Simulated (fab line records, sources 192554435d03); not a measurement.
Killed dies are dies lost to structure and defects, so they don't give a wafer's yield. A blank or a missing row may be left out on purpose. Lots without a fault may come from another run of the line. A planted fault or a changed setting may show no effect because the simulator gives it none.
fab line records | flow n5_finfet | part 1 of 2: steps 1 to 3 of 6
record lots=23 wafers=69 last_day=17
route steps=1938 shown BEOL_M1@767
lots that met no fault: from a run of the same line without faults
start_h: hours from the record's first day to the start of the lot's first wafer shown | wait_h: hours since the lot's step before | " the same as in the row above | L1.1+2: a row that stands for several wafers | - no value, or no start given | * or withheld: withheld | < > ~ a bound
route shown NAME@n: a module of which the file shows steps, and the number in the route of the first | usual: mean/standard deviation of fault-free wafers | same: alike in all rows | chamber/n: place in a boat | sites: the reading at each site | _std_site: their standard deviation | _edge_site: outer sites' mean less inner sites' | radius_mm: how far each site lies from the wafer's centre | mask NAME#n: copy n | behind: the tool/chamber that last shaped the wafer | hold: why the lot was held/for how many hours/how that ended | device: the transistor (n, p or np) that didn't switch | end of line: the same wafers' tests at the end of the route | a step without rows: its recipe alone | killed: dies lost to structure and defects at the first sort, not the wafer's yield | map: a wafer's dies, x killed, . not, _ none there
set.NAME: the setting as run; set.NAME@STEP: as run at that earlier step | model.NAME: the simulator's own value behind a step, which no gauge read
steps of the route over a sample of lots; a table a step, a row a wafer
services: from which hour (start_h, from the record's first day; less than 0 if before it) a tool's chamber was out of use, for how many hours, and why
## steps
# step N5_BEOL_M1_DESCUM_16
# recipe chemistry=O2 time_s=7 source_power_w=50 bias_power_w=20 pressure_mtorr=20 rf_frequency_hz=2.712e+07 temp_c=40 resist=CAR-EUV o2_flow_sccm=225
# usual drypump_motor_current_A=5.8/0.47 oes_product_au=0.79/0.06 rf_vpp_V=243.2/1.2 showerhead_plenum_p_Torr=2.10/0.048 temp_c=40.01/0.12 throttle_valve_pct=20.40/0.23
# columns lot.wafer tool chamber start_h wait_h drypump_motor_current_A oes_product_au rf_hours_counter_h rf_vpp_V showerhead_plenum_p_Torr temp_c throttle_valve_pct
L075.1 rie_diel-02 3 130.17 0.0 5.4 0.77 147 242.8 2.09 40.00 20.63
L075.5 " 2 " " 6.4 0.74 - 244.0 2.13 39.90 20.76
L075.6 " 3 " " 5.4 0.77 - 242.1 2.10 39.97 20.63
L076.3 rie_diel-05 1 130.33 0.0 5.7 0.75 143 245.2 2.17 39.91 20.19
L076.4 " 1 " " 5.7 0.76 - 244.5 2.17 39.89 20.17
L076.6 " 0 " " 5.8 0.73 - 240.8 2.05 39.93 20.26
L077.3 rie_diel-03 2 143.51 0.0 5.7 0.70 221 242.6 2.17 40.03 20.55
L077.4 " 1 " " 4.8 0.93 6 244.1 2.15 39.96 20.17
L077.6 " 3 " " 6.6 0.83 - 244.7 2.13 40.06 20.27
L078.1 rie_diel-03 1 148.46 0.2 4.8 0.93 7 244.4 2.15 40.08 20.19
L078.5 " 0 " " 5.3 0.85 - 242.1 2.05 39.82 20.47
L078.6 " 1 " " 4.8 0.93 - 244.3 2.15 40.03 20.17
L079.2 rie_diel-05 1 153.21 0.6 5.6 0.74 153 246.7 2.17 39.94 20.21
L079.4 " 2 " " 5.9 0.83 90 242.9 2.13 39.94 20.22
L079.6 " 2 " " 5.9 0.82 - 242.9 2.13 40.03 20.24
L081.1 rie_diel-02 1 165.12 0.1 5.7 0.81 87 241.6 2.02 39.93 20.27
L081.2 " 3 " " 5.4 0.77 157 243.7 2.09 39.71 20.64
L081.5 " 3 " " 5.4 0.76 - 244.0 2.09 39.93 20.63
L080.4 rie_diel-05 2 165.61 0.3 5.9 0.82 93 243.9 2.13 40.14 20.23
L080.5 " 0 " " 5.9 0.72 - 242.2 2.05 40.04 20.28
L080.6 " 3 " " 6.4 0.84 - 242.4 2.05 39.94 20.75
L082.1 rie_diel-03 0 175.38 0.1 5.3 0.84 76 243.0 2.05 39.89 20.47
L082.3 " 2 " " 5.7 0.70 230 244.2 2.17 39.98 20.58
L082.5 " 0 " " 5.3 0.84 - 243.5 2.05 39.94 20.48
L083.1 rie_diel-05 1 175.42 0.1 5.7 0.74 158 244.6 2.17 40.05 20.19
L083.3 " 0 " " 5.9 0.72 222 243.1 2.04 39.94 20.28
L083.5 " 1 " " 5.6 0.75 - 244.1 2.17 40.18 20.22
L084.3 rie_diel-03 0 183.24 0.0 5.3 0.83 79 241.6 2.05 40.08 20.47
L084.4 " 2 " " 5.7 0.69 233 244.3 2.17 40.06 20.56
L084.5 " 3 " " 6.6 0.82 - 242.2 2.12 40.01 20.28
L085.1 rie_diel-02 0 188.12 0.2 5.4 0.87 49 242.8 2.07 39.79 20.09
L085.4 " 2 " " 6.5 0.72 165 243.3 2.12 39.77 20.76
L085.5 " 1 " " 5.7 0.80 - 242.3 2.02 40.22 20.27
L086.2 rie_diel-02 3 200.12 0.0 5.4 0.75 169 244.9 2.09 40.07 20.66
L086.5 " 3 " " 5.4 0.75 - 242.6 2.09 40.08 20.67
L086.6 " 2 " " 6.4 0.71 - 243.3 2.12 39.98 20.78
L088.2 rie_diel-02 0 202.80 0.0 5.4 0.87 55 241.1 2.07 39.93 20.10
L088.4 " 3 " " 5.4 0.75 169 243.3 2.09 39.97 20.65
L088.6 " 1 " " 5.7 0.81 - 241.7 2.02 39.89 20.27
L087.1 rie_diel-05 1 203.49 0.1 5.6 0.73 168 244.8 2.16 39.67 20.22
L087.4 " 3 " " 6.4 0.83 92 241.7 2.05 39.99 20.76
L087.5 " 2 " " 5.8 0.81 - 243.7 2.12 39.80 20.27
L089.2 rie_diel-03 2 214.29 0.0 5.7 0.69 236 244.6 2.17 39.92 20.57
L089.4 " 1 " " 4.8 0.88 27 244.8 2.14 39.83 20.20
L089.6 " 0 " " 5.3 0.83 - 242.7 2.04 40.09 20.49
L090.3 rie_diel-05 2 214.52 0.0 5.9 0.81 110 244.6 2.12 39.89 20.25
L090.5 " 0 " " 5.9 0.72 - 242.6 2.04 40.02 20.29
L090.6 " 1 " " 5.7 0.73 - 245.3 2.16 39.91 20.23
L091.1 rie_diel-02 0 219.02 0.0 5.4 0.85 59 243.3 2.07 39.93 20.10
L091.2 " 1 " " 5.7 0.79 102 241.9 2.02 39.94 20.29
L091.6 " 1 " " 5.7 0.79 - 242.2 2.02 40.10 20.29
L092.3 rie_diel-02 2 227.04 0.0 6.5 0.71 177 244.1 2.12 40.18 20.77
L092.4 " 1 " " 5.7 0.79 105 241.9 2.02 39.98 20.30
L092.5 " 0 " " 5.4 0.87 - 242.9 2.07 40.14 20.12
L093.2 rie_diel-05 1 235.97 0.7 5.7 0.73 180 244.3 2.16 40.17 20.26
L093.4 " 2 " " 5.9 0.79 118 243.7 2.12 40.19 20.27
L093.5 " 2 " " 5.9 0.81 - 243.4 2.12 40.19 20.29
L094.1 rie_diel-03 0 237.29 0.1 5.3 0.82 95 243.6 2.04 39.81 20.52
L094.2 " 3 " " 6.6 0.80 105 243.8 2.12 40.05 20.30
L094.4 " 1 " " 4.8 0.86 33 242.4 2.14 39.97 20.22
L095.1 rie_diel-05 3 241.89 0.0 6.4 0.81 101 242.4 2.05 40.10 20.76
L095.4 " 1 " " 5.7 0.71 181 246.8 2.16 40.09 20.23
L095.5 " 1 " " 5.7 0.72 - 243.9 2.16 40.11 20.24
L096.1 rie_diel-02 1 253.57 0.1 5.7 0.78 112 242.4 2.01 39.94 20.28
L096.2 " 2 " " 6.5 0.70 184 243.2 2.11 40.05 20.80
L096.3 " 3 " " 5.4 0.73 183 244.3 2.08 40.00 20.69
L097.1 rie_diel-05 1 262.76 0.1 5.6 0.72 188 244.2 2.15 40.03 20.25
L097.2 " 0 " " 5.8 0.70 248 241.8 2.04 40.26 20.30
L097.6 " 3 " " 6.4 0.80 - 240.7 2.05 39.99 20.79
# step N5_BEOL_M1_ETCH_74
# recipe chemistry=N2/H2 target=underlayer target_depth_a=65 mask_material=CAR-EUV time_s=5.2 ion_energy_ev=200 pressure_mtorr=30 source_w=840 bias_w=150 n2_flow_sccm=200 h2_flow_sccm=200 ends=cleared
# usual drypump_motor_current_A=5.8/0.47 etch_rf_on_time_s=5.15/0.14 oes_product_au=0.67/0.059 rf_vpp_V=523.6/2 showerhead_plenum_p_Torr=2.54/0.053 throttle_valve_pct=17.80/0.25
# columns lot.wafer tool chamber start_h wait_h drypump_motor_current_A etch_rf_on_time_s oes_product_au rf_hours_counter_h rf_vpp_V showerhead_plenum_p_Torr throttle_valve_pct
L075.1 rie_diel-02 3 130.21 0.0 5.4 5.29 0.65 147 524.9 2.57 18.22
L075.5 " 2 " " 6.5 5.30 0.61 - 523.9 2.53 17.84
L075.6 " 3 " " 5.4 5.29 0.64 - 521.9 2.57 18.24
L076.3 rie_diel-05 1 130.37 0.0 5.6 5.09 0.65 143 526.2 2.63 17.53
L076.4 " 1 " " 5.7 5.10 0.65 - 526.8 2.63 17.54
L076.6 " 0 " " 5.9 5.20 0.62 - 523.8 2.51 17.96
L077.3 rie_diel-03 2 143.54 0.0 5.7 5.24 0.59 221 524.5 2.61 17.86
L077.4 " 1 " " 4.8 5.14 0.80 6 527.3 2.61 17.66
L077.6 " 3 " " 6.6 5.03 0.71 - 523.2 2.57 17.69
L078.1 rie_diel-03 1 148.49 0.0 4.8 5.16 0.79 7 525.3 2.61 17.62
L078.5 " 0 " " 5.3 5.05 0.73 - 522.3 2.48 17.80
L078.6 " 1 " " 4.8 5.19 0.78 - 525.9 2.61 17.63
L079.2 rie_diel-05 1 153.25 0.0 5.7 5.10 0.63 153 527.0 2.62 17.58
L079.4 " 2 " " 5.9 4.93 0.72 90 525.4 2.55 17.45
L079.6 " 2 " " 5.9 5.01 0.72 - 526.0 2.55 17.46
L081.1 rie_diel-02 1 165.15 0.0 5.7 5.06 0.71 87 521.2 2.46 17.81
L081.2 " 3 " " 5.4 5.24 0.63 157 523.5 2.57 18.25
L081.5 " 3 " " 5.4 5.21 0.64 - 525.7 2.57 18.26
L080.4 rie_diel-05 2 165.65 0.0 5.9 5.08 0.70 93 524.7 2.55 17.45
L080.5 " 0 " " 5.8 5.41 0.61 - 523.5 2.51 17.95
L080.6 " 3 " " 6.4 5.24 0.69 - 524.9 2.48 18.16
L082.1 rie_diel-03 0 175.41 0.0 5.3 5.00 0.73 76 521.5 2.47 17.80
L082.3 " 2 " " 5.7 5.26 0.59 230 526.2 2.60 17.88
L082.5 " 0 " " 5.3 5.03 0.73 - 522.3 2.47 17.84
L083.1 rie_diel-05 1 175.45 0.0 5.7 5.13 0.63 158 526.0 2.62 17.61
L083.3 " 0 " " 5.8 5.34 0.60 222 522.1 2.51 17.95
L083.5 " 1 " " 5.7 5.13 0.63 - 527.4 2.62 17.57
L084.3 rie_diel-03 0 183.27 0.0 5.3 5.03 0.73 79 521.6 2.47 17.82
L084.4 " 2 " " 5.8 5.34 0.59 233 526.8 2.60 17.86
L084.5 " 3 " " 6.6 4.99 0.71 - 521.2 2.57 17.72
L085.1 rie_diel-02 0 188.16 0.0 5.4 4.93 0.77 49 521.4 2.51 17.48
L085.4 " 2 " " 6.5 5.32 0.60 165 522.0 2.52 17.87
L085.5 " 1 " " 5.7 5.07 0.69 - 521.7 2.45 17.83
L086.2 rie_diel-02 3 200.15 0.0 5.4 5.18 0.63 169 523.3 2.56 18.28
L086.5 " 3 " " 5.4 5.28 0.64 - 524.9 2.56 18.27
L086.6 " 2 " " 6.4 5.27 0.61 - 524.5 2.52 17.88
L088.2 rie_diel-02 0 202.84 0.0 5.4 4.95 0.77 55 523.2 2.50 17.49
L088.4 " 3 " " 5.4 5.27 0.63 169 524.7 2.56 18.28
L088.6 " 1 " " 5.7 5.09 0.68 - 521.7 2.45 17.82
L087.1 rie_diel-05 1 203.53 0.0 5.6 5.24 0.62 168 524.2 2.62 17.59
L087.4 " 3 " " 6.4 5.25 0.70 92 521.0 2.48 18.21
L087.5 " 2 " " 5.9 5.10 0.69 - 524.7 2.54 17.47
L089.2 rie_diel-03 2 214.33 0.0 5.7 5.21 0.60 236 524.6 2.60 17.89
L089.4 " 1 " " 4.8 5.10 0.75 27 525.9 2.60 17.66
L089.6 " 0 " " 5.3 5.02 0.73 - 520.8 2.47 17.84
L090.3 rie_diel-05 2 214.55 0.0 5.9 5.10 0.69 110 525.2 2.54 17.50
L090.5 " 0 " " 5.8 5.38 0.60 - 524.8 2.50 17.99
L090.6 " 1 " " 5.7 5.28 0.61 - 528.1 2.61 17.60
L091.1 rie_diel-02 0 219.06 0.0 5.4 4.86 0.76 59 522.1 2.50 17.51
L091.2 " 1 " " 5.7 5.02 0.68 102 518.4 2.45 17.81
L091.6 " 1 " " 5.7 5.09 0.69 - 518.2 2.45 17.81
L092.3 rie_diel-02 2 227.08 0.0 6.4 5.35 0.60 177 523.7 2.52 17.93
L092.4 " 1 " " 5.7 5.16 0.67 105 521.8 2.45 17.81
L092.5 " 0 " " 5.4 4.91 0.75 - 522.6 2.50 17.53
L093.2 rie_diel-05 1 236.01 0.0 5.6 5.28 0.61 180 524.8 2.61 17.61
L093.4 " 2 " " 5.9 5.03 0.69 118 523.1 2.54 17.49
L093.5 " 2 " " 5.9 5.09 0.68 - 525.4 2.54 17.49
L094.1 rie_diel-03 0 237.32 0.0 5.3 5.10 0.70 95 522.8 2.47 17.86
L094.2 " 3 " " 6.7 5.01 0.69 105 524.2 2.56 17.74
L094.4 " 1 " " 4.8 5.09 0.75 33 520.8 2.60 17.70
L095.1 rie_diel-05 3 241.93 0.0 6.4 5.19 0.69 101 520.5 2.47 18.22
L095.4 " 1 " " 5.7 5.22 0.62 181 525.7 2.61 17.61
L095.5 " 1 " " 5.7 5.28 0.62 - 526.5 2.61 17.64
L096.1 rie_diel-02 1 253.61 0.0 5.7 5.20 0.66 112 520.4 2.45 17.84
L096.2 " 2 " " 6.5 5.36 0.59 184 522.2 2.51 17.92
L096.3 " 3 " " 5.4 5.31 0.61 183 521.7 2.55 18.32
L097.1 rie_diel-05 1 262.79 0.0 5.6 5.24 0.61 188 526.6 2.61 17.63
L097.2 " 0 " " 5.9 5.33 0.60 248 521.0 2.50 18.02
L097.6 " 3 " " 6.4 5.18 0.68 - 521.7 2.47 18.23
# step N5_BEOL_M1_STRIP_97
# recipe chemistry=N2/H2 time_s=10 power_w=450 temp_c=40 pressure_mtorr=20 rf_frequency_hz=6e+07 bias_power_w=7 n2_flow_sccm=200 h2_flow_sccm=200
# usual drypump_motor_current_A=5.8/0.54 oes_product_au=0.79/0.066 rf_vpp_V=59.2/0.81 showerhead_plenum_p_Torr=2.54/0.053 temp_c=39.98/0.11 throttle_valve_pct=23.6/0.32
# columns lot.wafer tool chamber start_h wait_h drypump_motor_current_A oes_product_au rf_hours_counter_h rf_vpp_V showerhead_plenum_p_Torr temp_c throttle_valve_pct
L075.1 rie_diel-03 3 - - 6.6 0.84 73 59.0 2.57 40.15 23.6
L075.5 " 1 " " 4.8 0.96 - 57.8 2.61 40.08 23.3
L075.6 " 2 " " 5.7 0.71 - 59.2 2.61 39.91 23.5
L076.3 rie_diel-03 3 - - 6.7 0.84 73 59.8 2.57 39.99 23.6
L076.4 " 2 " " 5.8 0.71 217 58.8 2.61 39.80 23.5
L076.6 " 1 " " 4.8 0.94 - 57.7 2.61 39.84 23.3
L077.3 rie_diel-05 3 - - 6.4 0.85 75 59.1 2.48 39.96 24.1
L077.4 " 0 " " 5.9 0.73 215 58.2 2.51 40.18 23.7
L077.6 " 1 " " 5.6 0.76 - 59.5 2.62 40.16 23.2
L078.1 rie_diel-03 3 - - 6.6 0.84 80 59.5 2.57 40.05 23.6
L078.5 " 3 " " 6.7 0.83 - 59.3 2.57 40.15 23.6
L078.6 " 2 " " 5.7 0.70 - 58.9 2.60 39.96 23.5
L079.2 rie_diel-05 1 - - 5.7 0.74 153 60.1 2.62 39.95 23.2
L079.4 " 0 " " 5.8 0.72 217 60.0 2.50 39.99 23.8
L079.6 " 2 " " 5.9 0.82 - 59.6 2.54 40.32 23.1
L081.1 rie_diel-03 3 - - 6.6 0.83 86 59.3 2.57 39.75 23.6
L081.2 " 1 " " 4.8 0.91 14 59.7 2.61 39.95 23.3
L081.5 " 0 " " 5.3 0.83 - 58.4 2.47 40.00 23.7
L080.4 rie_diel-02 1 - - 5.7 0.82 90 60.5 2.45 40.00 23.8
L080.5 " 1 " " 5.7 0.81 - 60.1 2.45 39.84 23.7
L080.6 " 2 " " 6.4 0.72 - 58.1 2.52 40.01 23.5
L083.1 rie_diel-02 2 - - 6.4 0.72 164 58.7 2.52 40.05 23.5
L083.3 " 1 " " 5.7 0.81 92 58.9 2.45 39.99 23.7
L083.5 " 3 " " 5.4 0.76 - 59.8 2.56 39.97 24.2
L082.1 rie_diel-05 0 - - 5.8 0.72 224 59.7 2.50 39.86 23.8
L082.3 " 1 " " 5.7 0.75 161 59.7 2.61 39.99 23.3
L082.5 " 1 " " 5.7 0.74 - 60.7 2.61 39.81 23.3
L084.3 rie_diel-02 0 - - 5.4 0.87 49 58.5 2.50 39.91 23.3
L084.4 " 2 " " 6.4 0.72 165 59.4 2.52 39.87 23.5
L084.5 " 2 " " 6.4 0.72 - 59.3 2.52 40.02 23.5
L085.1 rie_diel-02 0 - - 5.4 0.87 50 57.6 2.50 39.99 23.3
L085.4 " 2 " " 6.5 0.71 166 58.9 2.52 39.87 23.5
L085.5 " 1 " " 5.7 0.81 - 59.7 2.45 39.90 23.7
L088.2 rie_diel-02 0 - - 5.4 0.87 57 59.9 2.50 40.05 23.4
L088.4 " 3 " " 5.4 0.75 171 59.6 2.56 39.97 24.2
L088.6 " 2 " " 6.5 0.71 - 58.9 2.51 39.98 23.5
L086.2 rie_diel-03 1 - - 4.8 0.88 26 59.0 2.60 40.02 23.3
L086.5 " 0 " " 5.3 0.82 - 58.3 2.47 40.05 23.8
L086.6 " 3 " " 6.6 0.82 - 57.6 2.56 40.18 23.6
L087.1 rie_diel-02 2 - - 6.4 0.71 173 60.0 2.51 39.92 23.5
L087.4 " 0 " " 5.4 0.87 57 59.6 2.50 39.92 23.4
L087.5 " 2 " " 6.4 0.71 - 59.7 2.51 39.94 23.5
L089.2 rie_diel-03 2 - - 5.7 0.70 236 58.6 2.60 39.93 23.5
L089.4 " 1 " " 4.8 0.88 28 59.1 2.60 39.82 23.3
L089.6 " 2 " " 5.7 0.70 - 59.2 2.60 39.88 23.5
L090.3 rie_diel-05 2 - - 5.9 0.80 111 58.7 2.54 39.73 23.1
L090.5 " 3 " " 6.4 0.81 - 58.6 2.47 40.00 24.2
L090.6 " 2 " " 5.8 0.79 - 59.9 2.54 39.78 23.1
L092.3 rie_diel-02 1 - - 5.7 0.79 106 58.7 2.45 40.01 23.8
L092.4 " 2 " " 6.4 0.70 178 58.5 2.51 40.02 23.5
L092.5 " 0 " " 5.4 0.86 - 60.9 2.50 40.00 23.4
L091.1 rie_diel-03 3 - - 6.7 0.81 103 59.9 2.56 40.13 23.6
L091.2 " 0 " " 5.4 0.82 93 58.1 2.46 39.98 23.8
L091.6 " 1 " " 4.8 0.88 - 58.6 2.60 40.06 23.3
L093.2 rie_diel-02 2 - - 6.4 0.70 181 59.9 2.51 40.13 23.5
L093.4 " 1 " " 5.7 0.79 109 59.9 2.44 39.92 23.8
L093.5 " 3 " " 5.4 0.74 - 59.3 2.55 40.03 24.2
L095.1 rie_diel-03 3 - - 6.6 0.80 107 59.4 2.56 40.07 23.6
L095.4 " 1 " " 4.8 0.87 35 59.6 2.60 39.92 23.4
L095.5 " 2 " " 5.8 0.68 - 60.0 2.59 39.94 23.5
L094.1 rie_diel-05 0 - - 5.9 0.71 242 60.0 2.49 40.12 23.8
L094.2 " 3 " " 6.4 0.82 102 58.8 2.47 40.01 24.2
L094.4 " 2 " " 5.9 0.79 121 59.8 2.53 39.99 23.1
L096.1 rie_diel-05 3 - - 6.4 0.80 108 58.6 2.47 40.02 24.2
L096.2 " 2 " " 5.9 0.79 126 59.4 2.53 39.92 23.1
L096.3 " 0 " " 5.8 0.70 248 60.0 2.49 40.05 23.8
L097.1 rie_diel-03 1 - - 4.8 0.87 43 57.5 2.59 39.83 23.4
L097.2 " 0 " " 5.3 0.81 104 59.2 2.46 39.81 23.8
L097.6 " 3 " " 6.6 0.79 - 59.2 2.55 39.95 23.7
